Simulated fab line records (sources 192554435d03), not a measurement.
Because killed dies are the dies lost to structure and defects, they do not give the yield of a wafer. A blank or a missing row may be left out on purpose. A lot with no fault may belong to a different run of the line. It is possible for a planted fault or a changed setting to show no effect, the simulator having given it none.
A struck lot beside a sound one ; flow n5_finfet ; 20 steps out of a route of 1938
Sound: the wafers L931.3, L931.4, L931.6. Wafers L947.1, L947.2, L947.4 were the ones struck. At the end, the cause is stated.
Each step with rows lists, per side, the tool, then ch with its chambers, then its first start. Under that, the readings that differ: sound wafers ; struck wafers ; difference of the means ; sigmas: that difference in standard deviations of wafers without a fault.
alike: words and numbers the same on both sides, and readings whose means are apart by under 2 such deviations; not compared: readings that were withheld, readings missing a value for some wafer, numbers with overlapping values and no deviation given by the record, and bounds like >300 which may hide the same value.
Wherever a step has rows on one side only, a row that says differs or no value, or a row with sigmas, the two part there. Numbers that have no deviation but don't overlap get no sigmas and don't part them. A reading missing from all wafers of one side parts the sides only when that side holds two or more wafers.

first, 9 steps without rows for these wafers: N5_BEOL_M1_COAT_67 (time 60 s, resist thk 60 nm); N5_BEOL_M1_COAT_68 (time 60 s, resist thk 12 nm); N5_BEOL_M1_COAT_76 (time 60 s, resist thk 5 nm); N5_BEOL_M1_COAT_22 (resist thk 30 nm); N5_BEOL_M1_EBR_24; N5_BEOL_M1_SOFTBAKE_23 (time 60 s); N5_BEOL_M1_EXPOSE_25 (exposes mask V0, defocus 5 nm, target cd 24 nm); N5_BEOL_M1_PEB_26 (peb time 60 s); N5_BEOL_M1_DEVELOP_27 (develop time 30 s).
N5_BEOL_M1_CD_MEAS_28: target cd y 23.3 nm.
  sound on cd_sem-01 ch 0, day 6 05:28; struck on cd_sem-03 ch 0, day 10 03:44
  alike: cd_nm
N5_BEOL_M1_OVL_MEAS_29:
  sound on overlay-02 ch 0, day 6 05:30; struck on overlay-01 ch 0, day 10 03:46
  alike: V0_OVL
N5_BEOL_M1_INSPECT_30: inspects for defects (brightfield).
  sound: defect_inspect-01 at day 6 05:32; struck: defect_inspect-02 at day 10 03:49
  alike: raw_defect_count
N5_BEOL_M1_DESCUM_33: chemistry O2, time 7 s.
  sound on rie_diel-01 ch 2,3, day 6 05:37; struck on rie_diel-01 ch 1,2,3, day 10 03:51
reading;sound;struck;difference;sigmas
model.CAR-EUV_of_BEOL_M1_COAT_22.thk_nm (nm);26 26 26;25.2 25.2 25.2;-0.8;
  alike: drypump_motor_current_A, oes_product_au, rf_vpp_V, showerhead_plenum_p_Torr, throttle_valve_pct
  not compared: rf_hours_counter_h
N5_BEOL_M1_ETCH_77: etches underlayer in N2/H2, target depth 6.5 nm, time 5.2 s.
  sound on rie_diel-01 ch 2,3, day 6 05:38; struck on rie_diel-01 ch 1,2,3, day 10 03:53
  alike: drypump_motor_current_A, etch_rf_on_time_s, h2_flow_sccm, oes_product_au, rf_vpp_V, showerhead_plenum_p_Torr, throttle_valve_pct
  not compared: rf_hours_counter_h
N5_BEOL_M1_ETCH_69: etches SiARC in CF4, target depth 15.6 nm, time 26 s.
  sound on rie_diel-01 ch 2,3, day 6 05:40; struck on rie_diel-01 ch 1,2,3, day 10 03:54
  alike: drypump_motor_current_A, etch_rf_on_time_s, oes_product_au, rf_vpp_V, showerhead_plenum_p_Torr, throttle_valve_pct
  not compared: rf_hours_counter_h
N5_BEOL_M1_ALD_98: deposits SiO2, target thk 2.5 nm, pulse time 1 s, co reactant pulse time 1 s.
  sound on ald_sin-04 ch 0,3, day 6 05:44; struck on ald_sin-04 ch 0,2,3, day 10 03:59
reading;sound;struck;difference;sigmas
precursor_pulse_height_rel;0.943 0.970 0.997;1.008 0.995 1.028;+0.040;+2
  alike: heater_power_w
N5_BEOL_M1_ETCHBACK_99: etches SiO2 in CHF3, target depth 5 nm, time 10.4 s.
  sound on rie_diel-02 ch 0,3, day 6 09:58; struck on rie_diel-06 ch 0,1,3, day 10 07:03
reading;sound;struck;difference;sigmas
model.CAR-EUV_of_BEOL_M1_COAT_22.thk_nm (nm);10.4 10.4 10.2;9.4 9.4 9.4;-0.9;
  alike: drypump_motor_current_A, oes_product_au, rf_vpp_V, showerhead_plenum_p_Torr, throttle_valve_pct
  not compared: rf_hours_counter_h
N5_BEOL_M1_ETCH_70: etches SOC in N2/H2, target depth 80 nm, overetch 16 nm, time 120 s.
  sound on rie_diel-02 ch 0,3, day 6 09:59; struck on rie_diel-06 ch 0,1,3, day 10 07:05
  alike: drypump_motor_current_A, h2_flow_sccm, oes_product_au, rf_vpp_V, showerhead_plenum_p_Torr, throttle_valve_pct
  not compared: rf_hours_counter_h
-- a jump in the record: the struck wafers' starts before and after are 2 days apart (it breaks off in module BEOL_M1 and resumes in module BEOL_M4, where the first step shown is number 1111 of the route) --
N5_BEOL_M4_RC_MEAS_101:
  sound on prober-01 ch 0, day 8 00:32; struck on prober-01 ch 0, day 12 14:45
  alike: DIBL_N, DIBL_P, IOFF_N, IOFF_P, ION_N, ION_P, SS_N, SS_P, VT_N, VT_P
-- here the record skips 4 days between the struck wafers' starts before and after, leaving off in module BEOL_M4 and picking up in module PASSIVATION (first step shown: number 1936 of the route) --
N5_PASSIVATION_PROBE_49:
  sound: prober-02 at day 12 02:55; struck: prober-01 at day 16 14:46
  alike: defect_limited_yield, killed_at_M0_to_M3, killed_at_M4_up, killed_at_contacts, killed_at_front_end, killed_at_other, killed_dies, killed_open, killed_short, sort_bin_5_function, sort_bin_6_memory, sort_bin_8_speed, sort_n_pass, sort_yield_pct

== WHERE THEY PART ==
Only at N5_BEOL_M1_ALD_98, within this record. Later steps at which nothing parts them and some readings are alike: N5_BEOL_M1_ETCHBACK_99, N5_BEOL_M1_ETCH_70, N5_BEOL_M4_RC_MEAS_101, N5_PASSIVATION_PROBE_49.

WHY: what had been put in by the simulator
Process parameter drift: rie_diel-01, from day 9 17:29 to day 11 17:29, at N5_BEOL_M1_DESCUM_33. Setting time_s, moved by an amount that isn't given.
